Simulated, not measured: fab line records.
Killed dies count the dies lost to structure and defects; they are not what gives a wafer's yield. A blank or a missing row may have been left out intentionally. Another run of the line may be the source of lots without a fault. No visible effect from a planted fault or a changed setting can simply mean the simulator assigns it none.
One fault seen from 2 desks / flow n5Finfet / what lay behind the numbers comes last; until then each desk has only its own

## AT THE TOOL OWNER'S DESK: plasmaAsher-01
The tool's own readings at N5_STI_FIN_REVEAL_OXIDATION_33 (chemistry O2 PLASMA REMOTE, time 20 s): means of the sampled wafers that have a number, for each lot that ran on this tool. The brackets show how far a lot's mean lies from the usual mean; more than 4 standard deviations puts the lot out of limits, marked OUT.
Columns: A = chamberPressureMTorr at N5_STI_FIN_REVEAL_OXIDATION_33, usual 1000.1 mTorr; B = drypumpMotorCurrentA at N5_STI_FIN_REVEAL_OXIDATION_33, usual 5.75 A; C = heaterPowerW at N5_STI_FIN_REVEAL_OXIDATION_33, usual 155 W; D = tempCMax at N5_STI_FIN_REVEAL_OXIDATION_33, usual 150.7
lot=L514; first seen here=day 3 13:58; A=1000.2; B=5.70; C=152; D=150.5
lot=L522; first seen here=day 5 12:51; A=999.7; B=5.81; C=160; D=150.9
lot=L530; first seen here=day 7 13:30; A=1000.1; B=5.73; C=154; D=150.5
lot=L532; first seen here=day 8 00:42; A=1000.7; B=5.74; C=150; D=150.6
This desk's finding: nothing out of limits on any of the 4 lots.

## AT THE METROLOGY DESK
What the gauges read, lot by lot, whatever tool the lot ran on: means of the sampled wafers that have a number. The brackets show how far a lot's mean lies from the usual mean; more than 4 standard deviations puts the lot out of limits, marked OUT. Of its 21 readings 7 are shown: the one that was out of limits first, and those that lie furthest out on some lot.
Columns: A = cdNm at N5_STI_FIN_REVEAL_CD_MEAS_22, usual 6.23 nm; B = IOFF_N at N5_BEOL_M4_RC_MEAS_101, usual 0.159 nA/um; C = IOFF_N_85C at N5_BEOL_M4_RC_MEAS_101, usual 3.1 nA/um; D = IOFF_N_LIN at N5_BEOL_M4_RC_MEAS_101, usual 0.073 nA/um; E = IOFF_P at N5_BEOL_M4_RC_MEAS_101, usual 0.21 nA/um; F = IOFF_P_85C at N5_BEOL_M4_RC_MEAS_101, usual 3.6 nA/um; G = IOFF_P_LIN at N5_BEOL_M4_RC_MEAS_101, usual 0.100 nA/um
lot=L511; first seen here=day 2 21:22; A=6.24; B=0.168; C=3.2; D=0.079; E=0.21; F=3.6; G=0.096
lot=L514; first seen here=day 3 14:07; A=5.93; B=0.160; C=3.1; D=0.072; E=0.20; F=3.5; G=0.095
lot=L519; first seen here=day 4 20:46; A=7.33 (+5.0) OUT; B=0.403 (+9.0) OUT; C=6.7 (+8.3) OUT; D=0.183 (+11) OUT; E=0.40 (+6.2) OUT; F=6.3 (+6.3) OUT; G=0.191 (+8.3) OUT
lot=L520; first seen here=day 5 02:21; A=7.33 (+5.0) OUT; B=0.404 (+9.1) OUT; C=6.9 (+8.6) OUT; D=0.187 (+12) OUT; E=0.47 (+8.6) OUT; F=7.2 (+8.4) OUT; G=0.220 (+11) OUT
lot=L522; first seen here=day 5 13:01; A=6.44; B=0.169; C=3.3; D=0.074; E=0.22; F=3.7; G=0.101
lot=L530; first seen here=day 7 13:40; A=6.17; B=0.144; C=2.9; D=0.069; E=0.20; F=3.4; G=0.095
lot=L531; first seen here=day 7 19:22; A=6.46; B=0.173; C=3.3; D=0.077; E=0.21; F=3.7; G=0.103
lot=L532; first seen here=day 8 00:52; A=6.30; B=0.165; C=3.1; D=0.076; E=0.23; F=4.0; G=0.113
This desk's finding: out of limits on L519, L520; first on L519, day 4 20:46 (cdNm at N5_STI_FIN_REVEAL_CD_MEAS_22). L511, L514, L522, L530, L531, L532 stayed within limits.

## BROUGHT TOGETHER
An alarm was possible from the metrology desk at day 4 20:46, on L519, L520.
The tool owner's desk saw nothing out of limits.
The tool owner's desk has no number on record for L519, L520.
N5_STI_FIN_REVEAL_OXIDATION_33 was run on plasmaAsher-01 by each of the lots named.

## WHAT THE SIMULATOR HAD PUT IN
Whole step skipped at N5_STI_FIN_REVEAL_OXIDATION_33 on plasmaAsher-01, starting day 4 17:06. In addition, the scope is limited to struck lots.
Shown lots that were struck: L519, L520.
Per desk, hours elapsed from the start of the fault to the first reading out of limits: for the metrology desk, 4.
